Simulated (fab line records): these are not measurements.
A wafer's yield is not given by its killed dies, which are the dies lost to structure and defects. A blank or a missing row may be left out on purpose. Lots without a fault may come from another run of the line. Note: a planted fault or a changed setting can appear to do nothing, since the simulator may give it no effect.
fab line records + flow n5-finfet
record:
- lots: 7
- wafers: 20
- last-day: 18
route steps=1938 shown TV_OPEN@1890 PAD_METAL@1893 PASSIVATION@1897
lots with no fault: from the same line, run without faults
start-h: hours from the record's first day to the start of the lot's first wafer shown + wait-h: hours from the lot's prior step to this one + " the same as in the row above + L1.1+2: several wafers, shown together as one row + - no value present, or no start provided + * or withheld: withheld + < > ~ a bound
route shown NAME@n: NAME is a module with steps in the file, n the number in the route of the first one + usual: mean/standard deviation of fault-free wafers + same: alike in all rows + chamber/n: place in a boat + sites: each site's reading + _std_site: standard deviation of those values + _edge_site: outer sites' mean less inner sites' + radius-mm: how far each site lies from the wafer's centre + mask NAME#n: copy n + behind: the last tool/chamber to shape the wafer + hold: reason for holding the lot/hours on hold/outcome of the hold + device: the transistor (n, p or np) that didn't switch + end of line: tests run on the same wafers once the route is complete + a step with no rows: only its recipe + killed: dies lost to structure and defects at the first sort, not the wafer's yield + map: a wafer's dies, marking killed ones x, the rest . and places with no die _
set.NAME: the setting that was run; set.NAME@STEP: the one run at that earlier step + model.NAME: the simulator's own value behind a step, which no gauge read
lots at some steps of the route; a table a step, a row a wafer
services: the hour from which a tool's chamber was out of use, counted from the record's first day as start-h (under 0 if before that day), plus the number of hours and why
== steps ==
step: N5_PASSIVATION_ETCH_15
recipe:
- chemistry: CF4/N2
- target: SiCN
- target-depth-a: 750
- taper-deg: 2
- time-s: 81.2
- ion-energy-ev: 150
- mask-material: SiNx
- pressure-mtorr: 40
- source-w: 430
- bias-w: 70
- Ar_flow_sccm: 100
- cf4-flow-sccm: 60
- n2-flow-sccm: 60
usual:
- drypump-motor-current-A: 5.7/0.41
- oes-product-au: 0.81/0.091
- rf-vpp-V: 382.5/2.2
- showerhead-plenum-p-Torr: 2.21/0.089
- throttle-valve-pct: 15.46/0.24
| lot.wafer | tool        | chamber | start-h | wait-h | drypump-motor-current-A | oes-product-au | rf-hours-counter-h | rf-vpp-V | showerhead-plenum-p-Torr | throttle-valve-pct |
|-----------|-------------|---------|---------|--------|-------------------------|----------------|--------------------|----------|--------------------------|--------------------|
| L867.1    | rie-diel-02 | 3       | -       | -      | 6.3                     | 0.73           | 168                | 378.1    | 2.01                     | 15.54              |
| L867.5    | "           | 3       | "       | "      | 6.3                     | 0.73           | -                  | 378.8    | 2.01                     | 15.53              |
| L867.6    | "           | 0       | "       | "      | 5.7                     | 0.71           | -                  | 383.4    | 2.27                     | 15.82              |
| L873.1    | rie-diel-02 | 3       | -       | -      | 6.3                     | 0.72           | 173                | 376.4    | 2.01                     | 15.53              |
| L873.2    | "           | 1       | "       | "      | 5.8                     | 0.72           | 207                | 382.7    | 2.19                     | 15.52              |
| L873.4    | "           | 2       | "       | "      | 5.7                     | 0.84           | 72                 | 385.2    | 2.33                     | 15.45              |
| L874.3    | rie-diel-02 | 2       | -       | -      | 5.7                     | 0.84           | 73                 | 384.1    | 2.33                     | 15.44              |
| L874.4    | "           | 0       | "       | "      | 5.7                     | 0.71           | 224                | 383.9    | 2.27                     | 15.87              |
| L875.2    | rie-diel-01 | 1       | -       | -      | 5.2                     | 0.91           | 26                 | 384.1    | 2.27                     | 15.37              |
| L875.4    | "           | 3       | "       | "      | 6.3                     | 0.79           | 71                 | 382.0    | 2.23                     | 15.04              |
| L875.6    | "           | 1       | "       | "      | 5.2                     | 0.90           | -                  | 385.3    | 2.27                     | 15.35              |
| L879.1    | rie-diel-02 | 1       | -       | -      | 5.8                     | 0.70           | 213                | 382.4    | 2.18                     | 15.52              |
| L879.3    | "           | 0       | "       | "      | 5.7                     | 0.71           | 228                | 383.3    | 2.27                     | 15.85              |
| L879.4    | "           | 3       | "       | "      | 6.3                     | 0.72           | 178                | 378.3    | 2.01                     | 15.56              |
| L865.2    | rie-diel-01 | 2       | -       | -      | 5.5                     | 0.93           | 27                 | 383.8    | 2.25                     | 15.36              |
| L865.3    | "           | 3       | "       | "      | 6.4                     | 0.80           | 80                 | 383.0    | 2.23                     | 15.09              |
| L865.6    | "           | 1       | "       | "      | 5.2                     | 0.90           | -                  | 384.7    | 2.27                     | 15.39              |
| L881.1    | rie-diel-06 | 3       | -       | -      | 5.1                     | 0.84           | 85                 | 380.0    | 2.16                     | 15.49              |
| L881.4    | "           | 1       | "       | "      | 5.2                     | 0.76           | 147                | 384.5    | 2.29                     | 15.77              |
| L881.6    | "           | 2       | "       | "      | 6.2                     | 0.93           | -                  | 382.6    | 2.24                     | 14.89              |
step: N5_PASSIVATION_STRIP_73
recipe:
- chemistry: post-etch-residue-remover
- time-s: 60
- temp-c: 25
- remover-ph: withheld
- remover-water-wt-pct: withheld
- remover-fluoride-wt-pct: withheld
step: N5_PASSIVATION_SRD_17
recipe:
- time-s: 30
- temp-c: 23
- rinse-liquid: diw
- dry: n2-spin
- spin-rpm: 1500
- dry-time-s: 30
step: N5_PASSIVATION_DEGAS_18
recipe:
- ambient: vacuum
- temp-c: 300
- time-s: 60
usual:
- heater-power-w: 494/76
| lot.wafer | tool           | chamber | start-h | wait-h | heater-power-w |
|-----------|----------------|---------|---------|--------|----------------|
| L867.1    | pvd-sputter-01 | -       | 360.51  | 0.1    | 434            |
| L867.5    | "              | -       | "       | "      | 464            |
| L867.6    | "              | -       | "       | "      | 451            |
| L873.1    | pvd-sputter-02 | -       | 381.89  | 0.4    | 451            |
| L873.2    | "              | -       | "       | "      | 389            |
| L873.4    | "              | -       | "       | "      | 500            |
| L874.3    | pvd-sputter-03 | -       | 385.47  | 0.3    | 364            |
| L874.4    | "              | -       | "       | "      | 471            |
| L875.2    | pvd-sputter-01 | -       | 385.81  | 0.3    | 515            |
| L875.4    | "              | -       | "       | "      | 488            |
| L875.6    | "              | -       | "       | "      | 463            |
| L879.1    | pvd-sputter-02 | -       | 400.47  | 0.3    | 636            |
| L879.3    | "              | -       | "       | "      | 448            |
| L879.4    | "              | -       | "       | "      | 489            |
| L865.2    | pvd-sputter-01 | -       | 417.39  | 0.7    | 532            |
| L865.3    | "              | -       | "       | "      | 471            |
| L865.6    | "              | -       | "       | "      | 459            |
| L881.1    | pvd-sputter-03 | -       | 426.63  | 0.0    | 368            |
| L881.4    | "              | -       | "       | "      | 576            |
| L881.6    | "              | -       | "       | "      | 578            |
step: N5_PASSIVATION_PRE_CLEAN_19
recipe:
- gas: H2/He
- time-s: *
- temp-c: *
usual:
- heater-power-w: 495/76
| lot.wafer | tool           | chamber | start-h | wait-h | heater-power-w |
|-----------|----------------|---------|---------|--------|----------------|
| L867.1    | pvd-sputter-01 | -       | 360.56  | 0.0    | 455            |
| L867.5    | "              | -       | "       | "      | 462            |
| L867.6    | "              | -       | "       | "      | 456            |
| L873.1    | pvd-sputter-02 | -       | 381.93  | 0.0    | 453            |
| L873.2    | "              | -       | "       | "      | 387            |
| L873.4    | "              | -       | "       | "      | 498            |
| L874.3    | pvd-sputter-03 | -       | 385.51  | 0.0    | 364            |
| L874.4    | "              | -       | "       | "      | 473            |
| L875.2    | pvd-sputter-01 | -       | 385.85  | 0.0    | 507            |
| L875.4    | "              | -       | "       | "      | 472            |
| L875.6    | "              | -       | "       | "      | 469            |
| L879.1    | pvd-sputter-02 | -       | 400.51  | 0.0    | 628            |
| L879.3    | "              | -       | "       | "      | 448            |
| L879.4    | "              | -       | "       | "      | 516            |
| L865.2    | pvd-sputter-01 | -       | 417.43  | 0.0    | 513            |
| L865.3    | "              | -       | "       | "      | 465            |
| L865.6    | "              | -       | "       | "      | 477            |
| L881.1    | pvd-sputter-03 | -       | 426.67  | 0.0    | 366            |
| L881.4    | "              | -       | "       | "      | 572            |
| L881.6    | "              | -       | "       | "      | 567            |
step: N5_PASSIVATION_SPUTTER_20
recipe:
- material: TaN
- target-thk-a: 500
- temp-c: 25
- chamber-pressure-pa: 0.4
usual:
- chamber-pressure-pa: 0.4001/0.00087
- throttle-valve-pct: 30.0/0.62
| lot.wafer | tool           | chamber | start-h | wait-h | chamber-pressure-pa | throttle-valve-pct |
|-----------|----------------|---------|---------|--------|---------------------|--------------------|
| L867.1    | pvd-sputter-01 | -       | 360.60  | 0.0    | 0.4011              | 30.4               |
| L867.5    | "              | -       | "       | "      | 0.4006              | 31.8               |
| L867.6    | "              | -       | "       | "      | 0.3990              | 30.3               |
| L873.1    | pvd-sputter-02 | -       | 381.97  | 0.0    | 0.3998              | 29.8               |
| L873.2    | "              | -       | "       | "      | 0.3997              | 31.2               |
| L873.4    | "              | -       | "       | "      | 0.4002              | 30.3               |
| L874.3    | pvd-sputter-03 | -       | 385.55  | 0.0    | 0.4012              | 29.8               |
| L874.4    | "              | -       | "       | "      | 0.4010              | 29.7               |
| L875.2    | pvd-sputter-01 | -       | 385.89  | 0.0    | 0.4002              | 28.8               |
| L875.4    | "              | -       | "       | "      | 0.4003              | 30.3               |
| L875.6    | "              | -       | "       | "      | 0.4003              | 31.9               |
| L879.1    | pvd-sputter-02 | -       | 400.55  | 0.0    | 0.3997              | 29.8               |
| L879.3    | "              | -       | "       | "      | 0.3993              | 29.7               |
| L879.4    | "              | -       | "       | "      | 0.4001              | 30.2               |
| L865.2    | pvd-sputter-01 | -       | 417.47  | 0.0    | 0.3998              | 28.8               |
| L865.3    | "              | -       | "       | "      | 0.4024              | 31.8               |
| L865.6    | "              | -       | "       | "      | 0.4014              | 31.8               |
| L881.1    | pvd-sputter-03 | -       | 426.71  | 0.0    | 0.4005              | 29.8               |
| L881.4    | "              | -       | "       | "      | 0.3999              | 29.8               |
| L881.6    | "              | -       | "       | "      | 0.3997              | 29.8               |
step: N5_PASSIVATION_AL_DEP_21
recipe:
- material: Al
- target-thk-a: 28000
- temp-c: 400
- time-s: 170
- power-w: 30000
- chamber-pressure-pa: 0.4
- gas: Ar
usual:
- chamber-pressure-pa: 0.3999/0.00087
- throttle-valve-pct: 30.0/0.63
| lot.wafer | tool           | chamber | start-h | wait-h | chamber-pressure-pa | throttle-valve-pct |
|-----------|----------------|---------|---------|--------|---------------------|--------------------|
| L867.1    | pvd-sputter-01 | -       | 360.72  | 0.1    | 0.4005              | 30.1               |
| L867.5    | "              | -       | "       | "      | 0.4001              | 31.9               |
| L867.6    | "              | -       | "       | "      | 0.4006              | 30.3               |
| L873.1    | pvd-sputter-02 | -       | 382.07  | 0.1    | 0.4003              | 29.7               |
| L873.2    | "              | -       | "       | "      | 0.3996              | 31.0               |
| L873.4    | "              | -       | "       | "      | 0.3999              | 30.2               |
| L874.3    | pvd-sputter-03 | -       | 385.65  | 0.1    | 0.3982              | 29.7               |
| L874.4    | "              | -       | "       | "      | 0.4015              | 29.8               |
| L875.2    | pvd-sputter-01 | -       | 385.99  | 0.1    | 0.3988              | 29.1               |
| L875.4    | "              | -       | "       | "      | 0.4000              | 30.2               |
| L875.6    | "              | -       | "       | "      | 0.3991              | 31.6               |
| L879.1    | pvd-sputter-02 | -       | 400.65  | 0.1    | 0.4006              | 29.7               |
| L879.3    | "              | -       | "       | "      | 0.4011              | 29.8               |
| L879.4    | "              | -       | "       | "      | 0.4008              | 30.3               |
| L865.2    | pvd-sputter-01 | -       | 417.57  | 0.1    | 0.4006              | 28.7               |
| L865.3    | "              | -       | "       | "      | 0.3995              | 31.9               |
| L865.6    | "              | -       | "       | "      | 0.3997              | 31.7               |
| L881.1    | pvd-sputter-03 | -       | 426.81  | 0.1    | 0.3994              | 29.7               |
| L881.4    | "              | -       | "       | "      | 0.4014              | 29.7               |
| L881.6    | "              | -       | "       | "      | 0.4002              | 29.4               |
step: N5_PASSIVATION_HMDS_23
recipe:
- time-s: 60
- temp-c: 120
step: N5_PASSIVATION_COAT_24
recipe:
- spin-rpm: 3000
- resist-thk-nm: withheld
step: N5_PASSIVATION_EBR_26
recipe:
- solvent: PGMEA
- ebr-width-mm: 1.5
step: N5_PASSIVATION_SOFTBAKE_25
recipe:
- temp-c: 100
- time-s: 90
step: N5_PASSIVATION_EXPOSE_27
recipe:
- mask-id: PAD
- na: 0.55
- source-shape: conventional
- sigma-outer: 0.8
- polarization: unpolarized
- defocus-nm: 0
- dose-mj: 32.3
step: N5_PASSIVATION_PEB_28
recipe:
- peb-temp-c: withheld
- peb-time-s: *
usual:
- chill-plate-temp-C: *
- exhaust-pa: 44.9/0.93
| lot.wafer | tool           | chamber | start-h | wait-h | chill-plate-temp-C | exhaust-pa |
|-----------|----------------|---------|---------|--------|--------------------|------------|
| L867.1    | litho-track-03 | 0       | 361.09  | 0.1    | *                  | 45.1       |
| L867.5    | "              | 0       | "       | "      | *                  | 46.0       |
| L867.6    | "              | 0       | "       | "      | *                  | 46.2       |
| L873.1    | litho-track-05 | -       | 382.42  | 0.1    | -                  | -          |
| L873.2    | "              | -       | "       | "      | -                  | -          |
| L873.4    | "              | -       | "       | "      | -                  | -          |
| L874.3    | litho-track-01 | -       | 386.13  | 0.0    | -                  | -          |
| L874.4    | "              | -       | "       | "      | -                  | -          |
| L875.2    | litho-track-05 | -       | 386.34  | 0.0    | -                  | -          |
| L875.4    | "              | -       | "       | "      | -                  | -          |
| L875.6    | "              | -       | "       | "      | -                  | -          |
| L879.1    | litho-track-01 | 0       | 401.13  | 0.1    | *                  | 46.9       |
| L879.3    | "              | 0       | "       | "      | *                  | 46.0       |
| L879.4    | "              | 0       | "       | "      | *                  | 45.9       |
| L865.2    | litho-track-01 | 0       | 418.05  | 0.0    | *                  | 45.2       |
| L865.3    | "              | 0       | "       | "      | *                  | 44.6       |
| L865.6    | "              | 0       | "       | "      | *                  | 44.4       |
| L881.1    | litho-track-03 | 0       | 427.16  | 0.1    | *                  | 44.4       |
| L881.4    | "              | 0       | "       | "      | *                  | 45.1       |
| L881.6    | "              | 0       | "       | "      | *                  | 45.1       |
step: N5_PASSIVATION_DEVELOP_29
recipe:
- develop-time-s: 60
- rinse-liquid: diw
- dry: air-spin
- dev-temp-c: 21
== services ==
| tool           | chamber | start-h | hours | kind   |
|----------------|---------|---------|-------|--------|
| pvd-sputter-02 | -       | 356.72  | 4.6   | repair |
| rie-diel-06    | 1       | 357.97  | 1.8   | repair |
| rie-diel-06    | 3       | 387.86  | 1.3   | repair |
| pvd-sputter-01 | -       | 389.51  | 6.7   | repair |
| rie-diel-06    | 2       | 395.30  | 9.7   | repair |
| pvd-sputter-01 | -       | 411.63  | 4.1   | repair |
| rie-diel-02    | 0       | 415.41  | 4.5   | repair |
== key ==
first-sign:
- step: N5_PASSIVATION_PEB_28
- reading: tool-record
- direction: missing
effect none on later readings
met-at N5_PASSIVATION_PEB_28
struck-wafers L873.1,L873.2,L873.4,L874.3,L874.4,L875.2,L875.4,L875.6
later-rows-left-out L873.1,L873.2,L873.4,L874.3,L874.4,L875.2,L875.4,L875.6
sort-left-out L873.1,L873.2,L873.4,L874.3,L874.4,L875.2,L875.4,L875.6
fault:
- kind: skipped-step-whole
- tool: litho-track-01,litho-track-05
- chamber: -
- onset-h: 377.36
- steps: N5_PASSIVATION_PEB_28
- scope: struck-lots-only
sort-left-out: the simulated sort isn't trusted on such a fault, so these wafers' sort isn't shown, and their yield isn't known
later-rows-left-out: the simulator's readings of these wafers behind a module that went badly wrong aren't trusted and aren't shown, but for the sort
